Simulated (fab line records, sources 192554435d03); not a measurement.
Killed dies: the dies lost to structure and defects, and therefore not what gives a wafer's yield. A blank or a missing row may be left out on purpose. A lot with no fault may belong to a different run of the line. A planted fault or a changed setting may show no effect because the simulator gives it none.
What tool caused it? | flow n5 finfet | 24 lots, 72 wafers sampled, at 1 step of a route of 1938

## WHAT THE GAUGES READ, wafer by wafer
N5_BEOL_M3_CD_MEAS_28: target cd 25.7 nm, target cd y 23.3 nm. Usual: cd nm at 25.69 nm, with a standard deviation of 0.25.
lot  | measured     | on        | cd nm (nm)        | flag
L074 | day 7 01:04  | cd sem-01 | 26.20 25.43 25.46 |
L075 | day 7 05:15  | cd sem-02 | 25.45 25.26 25.75 |
L077 | day 7 15:11  | cd sem-01 | 25.16 25.87 25.68 |
L076 | day 7 15:30  | cd sem-01 | 25.61 25.18 26.06 |
L078 | day 7 19:37  | cd sem-03 | 25.90 25.93 25.74 |
L080 | day 8 04:39  | cd sem-02 | 25.66 25.75 25.63 |
L079 | day 8 11:56  | cd sem-02 | 25.67 25.88 25.84 |
L081 | day 8 19:43  | cd sem-02 | 25.69 25.67 25.42 |
L082 | day 9 03:53  | cd sem-03 | 25.96 25.82 25.53 |
L083 | day 9 14:10  | cd sem-03 | 26.12 26.17 26.20 |
L085 | day 9 16:38  | cd sem-01 | 25.25 25.72 25.51 |
L084 | day 9 16:43  | cd sem-03 | 25.56 25.61 25.63 |
L086 | day 9 23:02  | cd sem-03 | 25.95 25.78 25.77 |
L087 | day 10 07:04 | cd sem-02 | 25.83 25.98 25.75 |
L089 | day 10 13:26 | cd sem-02 | 25.55 25.87 25.64 |
L088 | day 10 13:40 | cd sem-03 | 25.86 25.49 25.83 |
L090 | day 11 00:32 | cd sem-03 | 25.81 25.41 25.99 |
L091 | day 11 08:55 | cd sem-01 | 25.87 25.43 25.52 |
L092 | day 11 22:29 | cd sem-02 | 25.87 25.49 25.75 |
L093 | day 11 23:15 | cd sem-02 | 25.42 25.58 25.16 |
L094 | day 11 23:28 | cd sem-02 | 26.11 25.94 25.71 |
L096 | day 12 13:06 | cd sem-01 | 25.44 25.96 25.66 |
L095 | day 12 13:40 | cd sem-02 | 25.81 25.85 25.62 |
L097 | day 12 19:33 | cd sem-02 | 25.51 25.93 25.73 |

## WHAT TOOL EACH LOT RAN ON (gives the tool, then ch and the chambers of the sampled wafers, and finally the start)
There is no process step in the record ahead of these readings.

## AS READ BY THE TOOLS THEMSELVES (means over the sampled wafers that have a number; for cases with no such wafer, the mark the record gives instead)
The record holds no such reading with a usual standard deviation.

## THE ANSWER, worked out from the rows above alone
Rule: a lot counts as off when the mean over its wafers that have a number is more than 3 standard deviations away from the usual mean. A lot without any number at a reading at which 4 lots or more have one is off too. Any other lot the step has rows for is counted as sound. First the gauges in route order, then the tools' own readings, where a lot's mean is used as printed above. The first step at which some lot is off is used, and at that step the reading that is off furthest; a lot without a number counts as furthest.
Across all readings shown, no lot is off: no conclusion can be drawn from this.

## WHAT HAD BEEN PUT IN BY THE SIMULATOR
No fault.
